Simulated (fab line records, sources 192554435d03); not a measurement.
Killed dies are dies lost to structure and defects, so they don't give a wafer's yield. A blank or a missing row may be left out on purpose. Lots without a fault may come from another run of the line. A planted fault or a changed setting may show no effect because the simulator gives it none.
fab line records | flow n5_finfet
record lots=9 wafers=27 last_day=17
route steps=1938 shown FIN_CUT@177 STI_FIN_REVEAL@184 BEOL_M4@1111 PASSIVATION@1936
lots that met no fault: from a run of the same line without faults
start_h: hours from the record's first day to the start of the lot's first wafer shown | wait_h: hours since the lot's step before | " the same as in the row above | L1.1+2: a row that stands for several wafers | - no value, or no start given | * or withheld: withheld | < > ~ a bound
route shown NAME@n: a module of which the file shows steps, and the number in the route of the first | usual: mean/standard deviation of fault-free wafers | same: alike in all rows | chamber/n: place in a boat | sites: the reading at each site | _std_site: their standard deviation | _edge_site: outer sites' mean less inner sites' | radius_mm: how far each site lies from the wafer's centre | mask NAME#n: copy n | behind: the tool/chamber that last shaped the wafer | hold: why the lot was held/for how many hours/how that ended | device: the transistor (n, p or np) that didn't switch | end of line: the same wafers' tests at the end of the route | a step without rows: its recipe alone | killed: dies lost to structure and defects at the first sort, not the wafer's yield | map: a wafer's dies, x killed, . not, _ none there
set.NAME: the setting as run; set.NAME@STEP: as run at that earlier step | model.NAME: the simulator's own value behind a step, which no gauge read
steps of the route over a sample of lots; a table a step, a row a wafer
services: from which hour (start_h, from the record's first day; less than 0 if before it) a tool's chamber was out of use, for how many hours, and why
## steps
# step N5_FIN_CUT_CUT_ETCH_28
# recipe chemistry=HBr/Cl2/O2 target=Si target_depth_a=60 mask_material=SOC time_s=2.4 ion_energy_ev=* bias_w=* pressure_mtorr=10 icp_w=800 HBr_flow_sccm=150 Cl2_flow_sccm=80 O2_flow_sccm=12
# usual HBr_flow_sccm=150.1/0.44 bias_w=* drypump_motor_current_A=5.9/0.4 oes_product_au=0.998/0.011 throttle_valve_pct=37.30/0.21
# columns lot.wafer tool chamber start_h wait_h HBr_flow_sccm bias_w drypump_motor_current_A oes_product_au rf_hours_counter_h throttle_valve_pct
L391.3 rie_si-05 2 69.58 0.0 149.2 * 6.1 1.000 193 37.28
L391.4 " 3 " " 150.2 * 6.1 1.015 123 37.48
L391.5 " 3 " " 150.6 * 6.1 1.009 - 37.47
L393.3 rie_si-04 3 84.59 0.0 150.5 * 6.1 0.975 6 36.78
L393.4 " 1 " " 149.9 * 4.8 0.986 111 37.33
L393.5 " 1 " " 149.8 * 4.8 0.987 - 37.32
L397.1 rie_si-05 0 106.08 0.0 149.8 * 6.0 1.003 46 37.35
L397.2 " 1 " " 150.4 * 6.3 0.984 138 37.38
L397.3 " 2 " " 150.2 * 6.1 0.999 194 37.28
L399.1 rie_si-05 0 117.42 0.0 149.8 * 6.0 0.985 46 37.37
L399.3 " 2 " " 150.3 * 6.0 1.005 194 37.28
L399.6 " 1 " " 150.4 * 6.3 0.990 - 37.37
L400.3 rie_si-05 3 123.05 0.0 149.7 * 6.1 1.015 124 37.48
L400.4 " 0 " " 150.6 * 6.0 0.986 46 37.35
L400.6 " 3 " " 150.5 * 6.1 1.016 - 37.48
L401.1 rie_si-05 0 129.10 0.0 150.3 * 6.0 0.989 46 37.35
L401.2 " 3 " " 150.8 * 6.1 1.017 124 37.48
L401.6 " 2 " " 150.7 * 6.1 1.001 - 37.27
L403.3 rie_si-05 3 143.01 0.0 150.4 * 6.1 1.010 125 37.48
L403.4 " 2 " " 150.2 * 6.0 1.001 195 37.27
L403.6 " 0 " " 150.9 * 6.0 1.000 - 37.35
L404.1 rie_si-03 1 149.51 0.0 149.7 * 5.4 0.984 5 37.32
L404.4 " 2 " " 150.4 * 5.8 1.002 36 37.63
L404.6 " 0 " " 148.9 * 4.9 0.997 - 37.13
L405.1 rie_si-04 3 155.69 0.0 149.8 * 6.2 0.980 7 36.79
L405.4 " 2 " " 149.2 * 6.0 0.999 - 37.39
L405.5 " 3 " " 150.0 * 6.1 0.985 - 36.80
# step N5_STI_FIN_REVEAL_ALD_14
# recipe material=Si3N4 target_thk_a=30 temp_c=400 ald_precursor_family=SiH2I2 ald_co_reactant=N2/H2-plasma pressure_torr=2
# usual heater_power_w=848/75
# columns lot.wafer tool chamber start_h wait_h heater_power_w
L391.3 ald_sin-02 3 69.91 0.0 907
L391.4 " 0 " " 922
L391.5 " 3 " " 909
L393.3 ald_sin-02 0 84.95 0.0 936
L393.4 " 3 " " 890
L393.5 " 0 " " 891
L397.1 ald_sin-01 2 106.40 0.0 834
L397.2 " 1 " " 987
L397.3 " 3 " " 758
L399.1 ald_sin-03 2 117.73 0.0 752
L399.3 " 1 " " 919
L399.6 " 2 " " 771
L400.3 ald_sin-01 3 123.36 0.0 754
L400.4 " 3 " " 756
L400.6 " 2 " " 826
L401.1 ald_sin-03 3 129.98 0.0 910
L401.2 " 0 " " 811
L401.6 " 0 " " 810
L403.3 ald_sin-03 3 143.62 0.0 938
L403.4 " 0 " " 798
L403.6 " 0 " " 798
L404.1 ald_sin-03 3 149.98 0.0 929
L404.4 " 2 " " 770
L404.6 " 1 " " 916
L405.1 ald_sin-03 1 158.03 0.0 923
L405.4 " 2 " " 761
L405.5 " 0 " " 809
# step N5_STI_FIN_REVEAL_DENSIFY_30
# recipe temp_c=* time_s=* ambient=N2 idle_temp_c=600 ramp_up_c_per_s=150 ramp_down_c_per_s=60 cool_to_c=600
# usual lamp_power_pct=11.53/0.057 lamp_zone_2_pct=11.530/0.018 wafer_temp_C_max=*
# columns lot.wafer tool chamber start_h wait_h lamp_power_pct lamp_zone_2_pct wafer_temp_C_max
L391.3 rtp_anneal-02 0 75.33 0.1 11.53 11.542 *
L391.4 " 0 " " 11.55 11.548 *
L391.5 " 0 " " 11.49 11.511 *
L393.3 rtp_anneal-01 0 90.37 0.1 11.56 11.536 *
L393.4 " 0 " " 11.57 11.555 *
L393.5 " 0 " " 11.45 11.523 *
L397.1 rtp_anneal-02 0 111.79 0.0 11.53 11.538 *
L397.2 " 0 " " 11.52 11.541 *
L397.3 " 0 " " 11.54 11.528 *
L399.1 rtp_anneal-02 0 123.26 0.2 11.45 11.530 *
L399.3 " 0 " " 11.64 11.544 *
L399.6 " 0 " " 11.54 11.546 *
L400.3 rtp_anneal-01 0 128.78 0.1 11.49 11.507 *
L400.4 " 0 " " 11.62 11.524 *
L400.6 " 0 " " 11.47 11.549 *
L401.1 rtp_anneal-02 0 135.97 0.7 11.59 11.546 *
L401.2 " 0 " " 11.55 11.528 *
L401.6 " 0 " " 11.60 11.547 *
L403.3 rtp_anneal-01 0 149.28 0.2 11.52 11.488 *
L403.4 " 0 " " 11.55 11.560 *
L403.6 " 0 " " 11.46 11.555 *
L404.1 rtp_anneal-01 0 155.38 0.0 11.48 11.512 *
L404.4 " 0 " " 11.55 11.533 *
L404.6 " 0 " " 11.58 11.512 *
L405.1 rtp_anneal-01 0 163.41 0.0 11.49 11.550 *
L405.4 " 0 " " 11.60 11.536 *
L405.5 " 0 " " 11.63 11.495 *
# step N5_STI_FIN_REVEAL_ETCHBACK_08
# recipe chemistry=C4F6/O2 target=SiO2 target_depth_a=305 time_s=10.167 ion_energy_ev=250 pressure_mtorr=30 source_w=345 bias_w=185 Ar_flow_sccm=300 C4F6_flow_sccm=10 O2_flow_sccm=10
# usual C4F6_flow_sccm=9.997/0.028 O2_flow_sccm=9.999/0.029 bias_w=185.0/0.58 drypump_motor_current_A=5.9/0.36 oes_product_au=0.77/0.077 rf_vpp_V=668/7.4 showerhead_plenum_p_Torr=2.89/0.076 throttle_valve_pct=21.22/0.25
# columns lot.wafer tool chamber start_h wait_h C4F6_flow_sccm O2_flow_sccm bias_w drypump_motor_current_A oes_product_au rf_hours_counter_h rf_vpp_V showerhead_plenum_p_Torr throttle_valve_pct
L391.3 rie_diel-03 3 75.48 0.1 9.989 9.990 184.4 5.5 0.75 153 664 2.84 21.43
L391.4 " 0 " " 10.013 10.049 183.7 5.7 0.70 203 675 2.93 21.37
L391.5 " 1 " " 10.002 10.009 185.2 5.5 0.78 - 654 2.74 20.67
L393.3 rie_diel-03 3 90.53 0.1 10.003 9.987 185.1 5.5 0.75 158 664 2.84 21.44
L393.4 " 0 " " 9.995 9.980 185.0 5.6 0.71 208 676 2.93 21.39
L393.5 " 0 " " 9.974 10.017 185.2 5.6 0.70 - 677 2.93 21.38
L397.1 rie_diel-04 0 112.01 0.2 10.018 9.981 182.8 6.3 0.72 203 675 2.93 21.16
L397.2 " 2 " " 9.956 10.056 185.4 6.1 0.76 144 668 2.83 21.45
L397.3 " 3 " " 9.975 9.977 184.4 6.3 0.77 153 665 2.84 21.42
L399.1 rie_diel-04 3 123.47 0.2 - - - - - - - - -
L399.3 " 0 " " - - - - - - - - -
L399.6 " 2 " " - - - - - - - - -
L400.3 rie_diel-04 3 128.94 0.1 - - - - - - - - -
L400.4 " 0 " " - - - - - - - - -
L400.6 " 1 " " - - - - - - - - -
L401.1 rie_diel-03 3 136.40 0.4 - - - - - - - - -
L401.2 " 0 " " - - - - - - - - -
L401.6 " 2 " " - - - - - - - - -
L403.3 rie_diel-03 3 149.44 0.1 9.981 10.059 184.7 5.5 0.73 170 664 2.83 21.43
L403.4 " 0 " " 10.025 10.003 185.7 5.7 0.69 222 676 2.92 21.41
L403.6 " 3 " " 10.025 10.015 184.8 5.5 0.73 - 665 2.83 21.46
L404.1 rie_diel-03 2 155.59 0.2 10.012 9.948 184.6 5.8 0.88 40 671 3.01 20.82
L404.4 " 1 " " 10.004 9.961 183.8 5.5 0.75 158 655 2.73 20.71
L404.6 " 2 " " 9.984 9.962 185.1 5.8 0.90 - 669 3.01 20.85
L405.1 rie_diel-04 3 163.62 0.2 10.047 10.044 185.3 6.2 0.76 171 663 2.83 21.43
L405.4 " 1 " " 10.018 10.004 184.5 6.5 0.68 239 662 2.92 21.45
L405.5 " 0 " " 10.000 10.064 185.1 6.3 0.72 - 674 2.92 21.19
# step N5_STI_FIN_REVEAL_FIN_H_MEAS_10
# usual trench_depth_nm=52.0/0.54
# columns lot.wafer tool chamber start_h wait_h trench_depth_nm
L391.3 ocd-02 - 78.47 0.0 52.5
L391.4 " - " " 52.0
L391.5 " - " " 52.5
L393.3 ocd-01 - 93.84 0.0 52.2
L393.4 " - " " 52.0
L393.5 " - " " 52.4
L397.1 ocd-01 - 115.02 0.0 51.8
L397.2 " - " " 52.1
L397.3 " - " " 51.6
L399.1 ocd-02 - 126.44 0.0 22.0
L399.3 " - " " 22.4
L399.6 " - " " 21.9
L400.3 ocd-02 - 131.92 0.0 20.7
L400.4 " - " " 20.7
L400.6 " - " " 21.5
L401.1 ocd-01 - 139.35 0.0 20.7
L401.2 " - " " 21.1
L401.6 " - " " 21.1
L403.3 ocd-01 - 152.40 0.0 52.2
L403.4 " - " " 52.6
L403.6 " - " " 52.4
L404.1 ocd-01 - 158.54 0.0 52.1
L404.4 " - " " 52.5
L404.6 " - " " 53.1
L405.1 ocd-02 - 166.57 0.0 51.8
L405.4 " - " " 51.9
L405.5 " - " " 51.3
# step N5_BEOL_M4_RC_MEAS_101
# usual DIBL_N=35.9/1.3 DIBL_P=35.9/1.6 IOFF_N=0.156/0.022 IOFF_P=0.205/0.023 ION_N=675/9 ION_P=463/5.6 SS_N=71.4/0.57 SS_P=73.1/0.52 VT_N=249.7/2.8 VT_P=-250.2/2.5
# columns lot.wafer tool chamber start_h wait_h DIBL_N[mV/V] DIBL_P[mV/V] IOFF_N[nA/um] IOFF_P[nA/um] ION_N[uA/um] ION_P[uA/um] SS_N[mV/dec] SS_P[mV/dec] VT_N[mV] VT_P[mV]
L391.3 prober-02 0 205.60 0.3 34.7 35.5 0.136 0.218 673 467 71.1 72.3 249.2 -247.6
L391.4 " 0 " " 37.3 38.2 0.170 0.266 675 472 72.1 73.3 248.7 -243.5
L391.5 " 0 " " 35.3 35.8 0.142 0.223 679 474 71.8 72.5 250.7 -248.0
L393.3 prober-01 0 225.88 0.3 35.3 34.7 0.144 0.198 676 461 70.3 72.7 252.4 -253.1
L393.4 " 0 " " 35.4 34.5 0.139 0.194 667 460 70.1 73.5 251.9 -251.6
L393.5 " 0 " " 35.5 34.6 0.142 0.196 668 455 71.1 73.1 251.9 -250.6
L397.1 prober-02 0 235.90 0.0 37.2 36.7 0.181 0.257 677 469 72.4 73.4 246.8 -245.6
L397.2 " 0 " " 36.3 35.5 0.157 0.219 664 464 72.0 72.3 250.5 -248.8
L397.3 " 0 " " 36.0 35.5 0.153 0.230 669 474 71.7 73.2 252.2 -247.1
L405.1 prober-02 0 293.45 0.0 38.2 37.6 0.172 0.217 680 462 71.6 74.0 247.7 -248.9
L405.4 " 0 " " 37.4 36.7 0.151 0.204 663 457 71.9 73.9 251.6 -250.7
L405.5 " 0 " " 39.1 39.4 0.197 0.249 679 463 72.1 74.4 246.0 -247.2
L403.3 prober-01 0 293.60 0.3 35.7 37.2 0.150 0.185 666 457 71.5 72.9 252.0 -253.1
L403.4 " 0 " " 35.8 37.6 0.152 0.198 665 459 71.9 73.2 249.6 -253.4
L403.6 " 0 " " 34.8 36.8 0.139 0.183 665 456 71.7 72.6 252.1 -254.4
L404.1 prober-01 0 302.79 0.0 34.5 35.4 0.140 0.186 673 460 71.1 72.7 249.2 -253.0
L404.4 " 0 " " 35.3 36.1 0.154 0.202 676 459 72.1 72.4 250.1 -250.4
L404.6 " 0 " " 32.4 33.1 0.116 0.156 664 457 70.8 72.0 254.7 -251.6
# step N5_PASSIVATION_PROBE_49
# usual killed_at_M0_to_M3=35/11 killed_at_M4_up=14/5.4 killed_at_contacts=12/6.2 killed_at_front_end=38/11 killed_at_other=4.1/2.8 killed_dies=103/17 killed_on_rim=13/4 killed_open=66/13 killed_short=34/8.2
# same gross_dies=1180 killed_at_back_side=0
# columns lot.wafer tool chamber start_h wait_h killed_at_M0_to_M3 killed_at_M4_up killed_at_contacts killed_at_front_end killed_at_other killed_dies killed_on_rim killed_open killed_short
L399.1 prober-02 - 358.02 0.0 36 8 13 1119 4 1180 152 60 34
L399.3 prober-02 - 358.12 0.1 26 9 15 1127 3 1180 152 64 33
L399.6 prober-02 - 358.27 0.3 27 8 10 1133 2 1180 152 43 25
L400.3 prober-01 - 358.67 0.1 58 10 10 1097 5 1180 152 70 36
L400.4 prober-01 - 358.72 0.2 35 5 14 1124 2 1180 152 57 27
L400.6 prober-01 - 358.82 0.3 34 9 11 1122 4 1180 152 64 22
L401.1 prober-01 - 383.29 0.0 48 13 4 1111 4 1180 152 61 32
L401.2 prober-01 - 383.34 0.1 29 17 3 1129 2 1180 152 57 21
L401.6 prober-01 - 383.54 0.3 37 18 2 1121 2 1180 152 62 28
# killed by level:class
L399.1 STI_FIN_REVEAL:area_etchback=1085 FIN_SAQP:geometric_particle:short=11 MOL_CONTACT_COAG:geometric_particle:open=10 FIN_SAQP:geometric_particle:open=8 BEOL_M0_SAQP:geometric_particle:short=7 BEOL_M2:geometric_particle:open=7 BEOL_M1:geometric_particle:open=6 BEOL_M0:geometric_particle:open=5
L399.3 STI_FIN_REVEAL:area_etchback=1082 STI_FIN_REVEAL:geometric_particle:open=16 BEOL_M2:geometric_particle:open=13 FIN_SAQP:geometric_particle:short=12 MOL_CONTACT_COAG:geometric_particle:open=12 FIN_SAQP:geometric_particle:open=6 BEOL_M3:geometric_particle:open=4 STARTING-WAFER:geometric_particle:short=4
L399.6 STI_FIN_REVEAL:area_etchback=1111 MOL_CONTACT_COAG:geometric_particle:open=9 BEOL_M0_SAQP:geometric_particle:short=6 BEOL_M0_SAQP:geometric_particle:open=6 BEOL_M2:geometric_particle:open=6 BEOL_M4:geometric_particle:open=5 FIN_SAQP:geometric_particle:open=4 FIN_SAQP:geometric_particle:short=4
L400.3 STI_FIN_REVEAL:area_etchback=1074 BEOL_M2:geometric_particle:open=20 FIN_SAQP:geometric_particle:open=8 BEOL_M0_SAQP:geometric_particle:short=7 MOL_CONTACT_COAG:geometric_particle:open=6 BEOL_M0_SAQP:geometric_particle:open=6 BEOL_M3:geometric_particle:open=6 FIN_SAQP:geometric_particle:short=5
L400.4 STI_FIN_REVEAL:area_etchback=1096 DUMMY_GATE:geometric_particle:open=8 MOL_CONTACT_COAG:geometric_particle:open=8 BEOL_M3:geometric_particle:open=8 BEOL_M0_SAQP:geometric_particle:short=7 MOL_CONTACT_COAG:geometric_particle:short=6 FIN_SAQP:geometric_particle:open=5 DUMMY_GATE:geometric_particle:short=5
L400.6 STI_FIN_REVEAL:area_etchback=1094 BEOL_M2:geometric_particle:open=9 MOL_CONTACT_COAG:geometric_particle:open=8 FIN_SAQP:geometric_particle:open=7 STARTING-WAFER:geometric_particle:open=6 STI_FIN_REVEAL:geometric_particle:open=5 BEOL_M0_SAQP:geometric_particle:short=5 BEOL_M0_SAQP:geometric_particle:open=5
L401.1 STI_FIN_REVEAL:area_etchback=1086 BEOL_M3:geometric_particle:open=11 BEOL_M2:geometric_particle:open=9 BEOL_M0_SAQP:geometric_particle:open=7 BEOL_M1:geometric_particle:open=6 FIN_SAQP:geometric_particle:open=4 FIN_SAQP:geometric_particle:short=4 GATE_CUT:geometric_particle:open=4
L401.2 STI_FIN_REVEAL:area_etchback=1101 BEOL_M2:geometric_particle:open=9 GATE_CUT:geometric_particle:open=7 GATE_CUT:geometric_particle:short=6 BEOL_M5:geometric_particle:open=6 FIN_SAQP:geometric_particle:open=4 BEOL_M0_SAQP:geometric_particle:open=4 BEOL_M1:geometric_particle:open=4
L401.6 STI_FIN_REVEAL:area_etchback=1086 BEOL_M2:geometric_particle:open=12 BEOL_M0_SAQP:geometric_particle:open=8 GATE_CUT:geometric_particle:short=7 FIN_SAQP:geometric_particle:open=6 GATE_CUT:geometric_particle:open=6 BEOL_M4:geometric_particle:open=6 FIN_SAQP:geometric_particle:short=4
## services
# columns tool chamber start_h hours kind
ald_sin-03 - 62.26 1.1 repair
rie_diel-04 2 65.79 6.7 repair
ald_sin-03 - 85.25 14.0 pm
ald_sin-03 0 85.25 14.0 vent_cycle
ald_sin-03 1 85.25 14.0 vent_cycle
ald_sin-03 2 85.25 14.0 vent_cycle
ald_sin-03 3 85.25 14.0 vent_cycle
rie_diel-03 3 95.34 22.6 repair
ald_sin-03 0 99.25 - clean
ald_sin-03 1 99.25 - clean
ald_sin-03 2 99.25 - clean
ald_sin-03 3 99.25 - clean
rie_diel-03 0 103.91 18.7 repair
rie_diel-03 - 112.50 2.8 repair
rie_diel-04 2 116.92 6.0 repair
ald_sin-01 - 136.65 28.1 pm
rie_si-04 1 143.87 14.4 repair
rie_si-05 2 144.24 - clean
rie_si-05 2 144.24 - consumable_replace:esc
rie_si-05 2 144.24 19.6 scheduled_down
rie_si-05 2 144.24 19.6 vent_cycle
rie_si-03 2 145.46 1.2 repair
rtp_anneal-02 - 151.31 10.7 pm
rie_si-04 2 158.26 - clean
## key
first_sign step=N5_STI_FIN_REVEAL_ETCHBACK_08 reading=tool_record direction=missing
effect step=N5_STI_FIN_REVEAL_FIN_H_MEAS_10 reading=trench_depth_nm direction=down sigmas=57 usual=52.0 struck=21.3
effect step=N5_PASSIVATION_PROBE_49 reading=killed_at_front_end direction=up sigmas=95 usual=38 struck=1120
more_kills_born_at N5_STI_FIN_REVEAL_ETCHBACK_08@rie_diel-04=6542 N5_STI_FIN_REVEAL_ETCHBACK_08@rie_diel-03=3273
met_at N5_STI_FIN_REVEAL_ETCHBACK_08
struck_lots L399,L400,L401
later_rows_left_out L399.1,L399.3,L399.6,L400.3,L400.4,L400.6,L401.1,L401.2,L401.6
tester_left_out L399,L400,L401
not_acting_at N5_FIN_CUT_CUT_ETCH_28,N5_STI_FIN_REVEAL_ALD_14,N5_STI_FIN_REVEAL_DENSIFY_30
onset_between 112.01 123.47
fault kind=skipped_step_whole tool=rie_diel-03,rie_diel-04 chamber=- onset_h=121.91 steps=N5_STI_FIN_REVEAL_ETCHBACK_08 scope=struck_lots_only
# tester_left_out: of these lots the tester's yield and bins aren't shown, on N5 and GAA mostly nor the transistor test; their killed dies are dies lost to structure and defects alone, not to doping, threshold or leakage, so they don't give the yield
# later_rows_left_out: the simulator's readings of these wafers behind a module that went badly wrong aren't trusted and aren't shown, but for the sort
